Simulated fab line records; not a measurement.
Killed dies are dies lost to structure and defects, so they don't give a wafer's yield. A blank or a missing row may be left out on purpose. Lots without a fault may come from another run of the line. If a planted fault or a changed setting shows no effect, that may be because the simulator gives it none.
One fault through the eyes of 2 desks + flow n5Finfet + what lay behind the numbers comes last; until then each desk has only its own

## TOOL OWNER'S DESK, epiRpcvd-02
The tool's own readings at N5_SD_EPI_N_EPI_21 (deposits Si:P, time 690 s): means of the sampled wafers that have a number, for each lot that ran on this tool. Marked OUT: a lot whose mean sits more than 4 standard deviations from the usual mean, which makes it out of limits; the brackets give that distance.
Columns: A = chamberPressureTorr at N5_SD_EPI_N_EPI_21, usual 255.1 Torr; B = lampInnerPct at N5_SD_EPI_N_EPI_21, usual 14.1 %
| lot  | first seen here | A                       | B    |
|------|-----------------|-------------------------|------|
| L266 | day 5 04:08     | 393.9 (+99 or more) OUT | 13.5 |
| L269 | day 5 21:02     | 394.1 (+99 or more) OUT | 13.6 |
| L280 | day 8 16:28     | 254.5                   | 13.5 |
This desk's verdict: out of limits on L266, L269, starting with L266 at day 5 04:08 (chamberPressureTorr at N5_SD_EPI_N_EPI_21). L280: within limits.

## THE METROLOGY DESK
What the gauges read, lot by lot, whatever tool the lot ran on: means of the sampled wafers that have a number. Marked OUT: a lot whose mean sits more than 4 standard deviations from the usual mean, which makes it out of limits; the brackets give that distance. Of its 15 readings 7 are shown: the one that was out of limits first, and those that lie furthest out on some lot.
Columns: A = thkNm at N5_SD_EPI_N_EPI_MEAS_23, usual 59.1 nm; B = RS_SD_N at N5_SD_ACTIVATION_RS_MEAS_03, usual 21.89 ohm/sq; C = RS_SD_P at N5_SD_ACTIVATION_RS_MEAS_03, usual 56.2 ohm/sq; D = IOFF_N at N5_BEOL_M4_RC_MEAS_101, usual 0.19 nA/um; E = ION_N at N5_BEOL_M4_RC_MEAS_101, usual 679 uA/um; F = RS_SD_N at N5_BEOL_M4_RC_MEAS_101, usual 28.4 ohm/sq; G = VT_N at N5_BEOL_M4_RC_MEAS_101, usual 248 mV
| lot  | first seen here | A              | B               | C    | D    | E   | F              | G   |
|------|-----------------|----------------|-----------------|------|------|-----|----------------|-----|
| L259 | day 3 07:07     | 59.4           | 21.84           | 57.2 | 0.18 | 676 | 28.4           | 251 |
| L261 | day 3 17:00     | 58.3           | 22.06           | 57.6 | 0.15 | 664 | 28.4           | 252 |
| L266 | day 5 00:59     | 71.1 (+10) OUT | 17.66 (-15) OUT | 53.9 | 0.16 | 673 | 22.8 (-14) OUT | 251 |
| L269 | day 5 17:25     | 71.8 (+11) OUT | 17.58 (-15) OUT | 55.9 | 0.29 | 706 | 22.8 (-14) OUT | 241 |
| L272 | day 6 11:33     | 56.9           | 22.26           | 56.2 | 0.15 | 666 | 29.0           | 252 |
| L277 | day 7 19:38     | 59.3           | 22.33           | 55.4 | 0.18 | 678 | 28.9           | 247 |
| L279 | day 8 09:17     | 59.6           | 22.02           | 55.7 | 0.21 | 683 | 28.5           | 246 |
| L280 | day 8 11:43     | 59.3           | 21.68           | 56.3 | 0.17 | 676 | 28.3           | 251 |
| L281 | day 8 18:49     | 59.2           | 21.78           | 56.2 | 0.17 | 683 | 28.2           | 250 |
This desk's verdict: out of limits on L266, L269, starting with L266 at day 5 05:51 (thkNm at N5_SD_EPI_N_EPI_MEAS_23). L259, L261, L272, L277, L279, L280, L281: within limits.

## TAKEN TOGETHER
An alarm could have come from the tool owner's desk at day 5 04:08, on L266, L269.
L266, L269 would have let the metrology desk raise an alarm at day 5 05:51.
Of the lots named, all ran N5_SD_EPI_N_EPI_21 on epiRpcvd-02.

## WHAT HAD BEEN PUT IN BY THE SIMULATOR
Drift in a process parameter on epiRpcvd-02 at N5_SD_EPI_N_EPI_21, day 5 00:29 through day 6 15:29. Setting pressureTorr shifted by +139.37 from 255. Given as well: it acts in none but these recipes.
Lots struck among those shown: L266, L269.
Delay (hours) between the fault's onset and each desk's first out-of-limits reading: 4 at the tool owner's desk, 5 at the metrology desk.
